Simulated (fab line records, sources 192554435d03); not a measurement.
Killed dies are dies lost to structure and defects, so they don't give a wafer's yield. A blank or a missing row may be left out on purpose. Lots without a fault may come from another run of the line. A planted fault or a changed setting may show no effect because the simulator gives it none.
Chamber matching | flow n5_finfet | N5_BEOL_M5_CURE_80 on uv_cure-01: 3 sister chambers
The step cures SiCOH lowk, time 120 s. 22 wafers are shown with their chamber, then 11 later ones without.

WAFERS WITH THEIR CHAMBER
wafer  | chamber | wafer_temp_C_max | lamp_power_pct (%)
L079.1 | 2       | 370.5            | 52.30
L079.4 | 2       | 370.8            | 52.28
L079.5 | 2       | 371.2            | 52.25
L081.3 | 0       | 371.8            | 52.42
L081.5 | 0       | 372.3            | 52.33
L081.6 | 0       | 372.6            | 52.36
L082.3 | 1       | 371.7            | 52.33
L082.5 | 1       | 372.0            | 52.28
L082.6 | 1       | 372.1            | 52.36
L084.1 | 0       | 371.8            | 52.38
L084.4 | 0       | 371.5            | 52.25
L084.5 | 0       | 371.6            | 52.27
L088.2 | 0       | 372.5            | 52.35
L088.3 | 0       | 372.5            | 52.30
L088.4 | 0       | 372.0            | 52.33
L089.1 | 1       | 373.1            | 52.34
L089.5 | 1       | 372.8            | 52.33
L089.6 | 1       | 372.6            | 52.32
L093.3 | 2       | 370.9            | 52.32
L093.4 | 2       | 370.6            | 52.27
L093.6 | 2       | 370.8            | 52.25
L092.1 | 1       | 371.3            | 52.31

SIGNATURES (means of the wafers above)
reading          | chamber 0 | chamber 1 | chamber 2 | scatter within a chamber
wafer_temp_C_max | 372.067   | 372.229   | 370.800   | 0.466
lamp_power_pct   | 52.3322   | 52.3243   | 52.2783   | 0.04
Rule: a wafer's distance from a chamber is the root of the sum, over the readings, of the square of ((its reading less the chamber's mean) divided by the reading's scatter). The wafer belongs to the nearest chamber; if the next one is less than 2 further off, it can't be placed. The scatter: the root of (the sum of the squares of (reading less its chamber's mean) over the shown wafers, divided by (wafers less chambers)).

WAFERS WITHOUT THEIR CHAMBER
wafer  | wafer_temp_C_max | lamp_power_pct (%)
L092.3 | 372.5            | 52.35
L092.5 | 372.2            | 52.23
L094.1 | 371.8            | 52.38
L094.2 | 372.5            | 52.27
L094.5 | 372.8            | 52.34
L096.2 | 370.9            | 52.21
L096.3 | 371.0            | 52.41
L096.6 | 370.5            | 52.28
L095.1 | 371.8            | 52.27
L095.4 | 372.7            | 52.35
L095.5 | 371.7            | 52.23

WHICH CHAMBER EACH WENT THROUGH
wafer  | from the rows above          | in truth
L092.3 | can't be placed: 1 or 0      | 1
L092.5 | can't be placed: 1 or 0 or 2 | 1
L094.1 | can't be placed: 0 or 1      | 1
L094.2 | can't be placed: 1 or 0      | 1
L094.5 | can't be placed: 1 or 0      | 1
L096.2 | 2                            | 2
L096.3 | can't be placed: 0 or 2 or 1 | 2
L096.6 | 2                            | 2
L095.1 | can't be placed: 1 or 0 or 2 | 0
L095.4 | can't be placed: 1 or 0      | 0
L095.5 | can't be placed: 2 or 1 or 0 | 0
Placed correctly: 2 of 11. Can't be placed from these rows: 9 (the true chamber is among the candidates in 9). Placed wrongly: 0.
